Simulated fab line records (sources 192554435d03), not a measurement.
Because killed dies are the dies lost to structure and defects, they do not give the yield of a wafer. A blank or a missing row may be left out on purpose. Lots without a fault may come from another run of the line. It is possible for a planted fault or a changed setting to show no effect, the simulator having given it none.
Split-lot experiment | flow n5_finfet | 21 wafers read from 7 lots, route of 1938 steps

SPLIT DETAILS
At N5_BEOL_M0_SAQP_PECVD_04 (deposits a-Si from SiH4/He, target thk 60 nm, time 60.2 s), the setting time_s was moved away from the recipe's 60.2 s on 9 of the 21 wafers read, by -13.0% to +14.3%. For the rest of the wafers, this setting stayed at what the recipe calls for.

FROM THE SPLIT TO THE READING: what the file shows between them, 10 steps
- N5_BEOL_M0_SAQP_THK_MEAS_05
- N5_BEOL_M0_SAQP_COAT_82: time 60 s, resist thk 30 nm (also split here: spin_rpm)
- N5_BEOL_M0_SAQP_COAT_08: resist thk 90 nm
- N5_BEOL_M0_SAQP_EBR_10
- N5_BEOL_M0_SAQP_DESCUM_19: chemistry O2, time 7.9 s
- N5_BEOL_M0_SAQP_ETCH_83: etches SiARC in CF4, target depth 39 nm, time 65 s
- N5_BEOL_M0_SAQP_ETCH_84: etches SOC in N2/H2, target depth 100 nm, overetch 20 nm, time 150 s
- N5_BEOL_M0_SAQP_STRIP_80: strips in N2/H2
- N5_BEOL_M0_SAQP_HM_OPEN_112: chemistry CHF3/O2, target SiO2, stops on a-Si, target depth 12 nm, time 13.5 s
- N5_BEOL_M0_SAQP_STRIP_113: strips in CHF3/O2

THE READING
oes_product_au, in a.u., at N5_BEOL_M0_SAQP_MANDREL_ETCH_20 (etches a-Si in HBr/Cl2, stops on SiNx, target depth 60 nm, bt time 10 s, time 30 s). A value of 0.778 a.u. with a standard deviation of 0.012 a.u. is what fault-free wafers of this fab line usually give.

wafer  | tool, chamber at the split | time_s as run, s | against the recipe | oes_product_au, a.u. | against lot-mates on the recipe
L074.1 | pecvd-04, 1                | 52.38            | -13.0%             | 0.717                | -0.066
L074.2 | pecvd-04, 2                | 60.2             | recipe             | 0.783                | -
L074.4 | pecvd-04, 1                | 52.38            | -13.0%             | 0.718                | -0.065
L075.4 | pecvd-02, 2                | 60.2             | recipe             | 0.792                | -
L075.5 | pecvd-02, 1,0              | 60.2             | recipe             | 0.777                | -
L075.6 | pecvd-02, 1,0              | 60.2             | recipe             | 0.788                | -
L078.1 | pecvd-01, 1                | 68.8             | +14.3%             | 0.834                | +0.052
L078.3 | pecvd-01, 2                | 60.2             | recipe             | 0.776                | -
L078.6 | pecvd-01, 1                | 60.2             | recipe             | 0.787                | -
L081.3 | pecvd-02, 2                | 60.2             | recipe             | 0.778                | -
L081.4 | pecvd-02, 2                | 53.44            | -11.2%             | 0.725                | -0.053
L081.5 | pecvd-02, 1                | 53.44            | -11.2%             | 0.725                | -0.053
L089.2 | pecvd-02, 1                | 57.06            | -5.2%              | 0.746                | -0.042
L089.5 | pecvd-02, 1                | 57.06            | -5.2%              | 0.757                | -0.031
L089.6 | pecvd-02, 0                | 60.2             | recipe             | 0.788                | -
L090.1 | pecvd-02, 0                | 60.2             | recipe             | 0.756                | -
L090.2 | pecvd-02, 1                | 60.2             | recipe             | 0.761                | -
L090.4 | pecvd-02, 0                | 60.2             | recipe             | 0.787                | -
L091.1 | pecvd-01, 1                | 60.2             | recipe             | 0.786                | -
L091.3 | pecvd-01, 0                | 62.59            | +4.0%              | 0.786                | +0.000
L091.5 | pecvd-01, 0                | 62.59            | +4.0%              | 0.797                | +0.011
If several chambers appear in one row, that row covers several wafers at once and the file leaves open which wafer was in which chamber.

FIT RESULTS
A straight line over all 21 wafers: oes_product_au changes by +0.00446 a.u. for each +1% of time_s; r = +0.95; the points scatter about the line by 0.0094 a.u.
The same after taking each lot's own level away (the mean of its wafers on the recipe; 21 wafers): +0.00446 a.u. for each +1%; r = +0.96; scatter 0.0087 a.u.
According to that fit, moving time_s by its largest amount changes the reading by 0.064 a.u.
From 0.7680 to 0.7880 a.u.: that is the span of the lots' own levels, equal to 1.7 times the standard deviation above.
Consequently the slope shifts little with the lot-to-lot level, the two slopes agreeing.
Check: for one of the wafers moved furthest among these (+14.3%), held out of the fit, the line's prediction against its lot-mates is +0.0638 a.u. Against them it came out at +0.0525 a.u.

ADDITIONAL SPLITS CARRIED BY THESE WAFERS
Other splits were also applied to these wafers ahead of the reading. Each is held against what the fit with the lots' levels taken away leaves over:
other split on the same wafers   | wafers away from the commonest value | r with oes_product_au (lot level and that fit taken away)
N5_BEOL_M0_SAQP_COAT_82 spin_rpm | 7                                    | +0.02

THE WHOLE CHAIN: every reading that the file lists as answering this split, in the file's order
step                            | what it does                                                                       | reading                                                                               | change (the file's fit)                   | r (the file's)
N5_BEOL_M0_SAQP_PECVD_04        | deposits a-Si from SiH4/He, target thk 60 nm, time 60.2 s                          | a-Si_of_BEOL_M0_SAQP_PECVD_04.thk_nm (the simulator's own value, which no gauge read) | +0.542 nm for each +1% of the setting     | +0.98
N5_BEOL_M0_SAQP_THK_MEAS_05     |                                                                                    | thk_nm                                                                                | withheld for each +1% of the setting      | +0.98
N5_BEOL_M0_SAQP_MANDREL_ETCH_20 | etches a-Si in HBr/Cl2, stops on SiNx, target depth 60 nm, bt time 10 s, time 30 s | oes_product_au                                                                        | +0.00443 a.u. for each +1% of the setting | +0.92
N5_BEOL_M0_SAQP_MANDREL_ETCH_20 | etches a-Si in HBr/Cl2, stops on SiNx, target depth 60 nm, bt time 10 s, time 30 s | etch.depth_nm (the simulator's own value, which no gauge read)                        | +0.543 nm for each +1% of the setting     | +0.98

THE FILE'S OWN FIT
oes_product_au changes by +0.00443 a.u. for each +1% of time_s, r = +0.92.
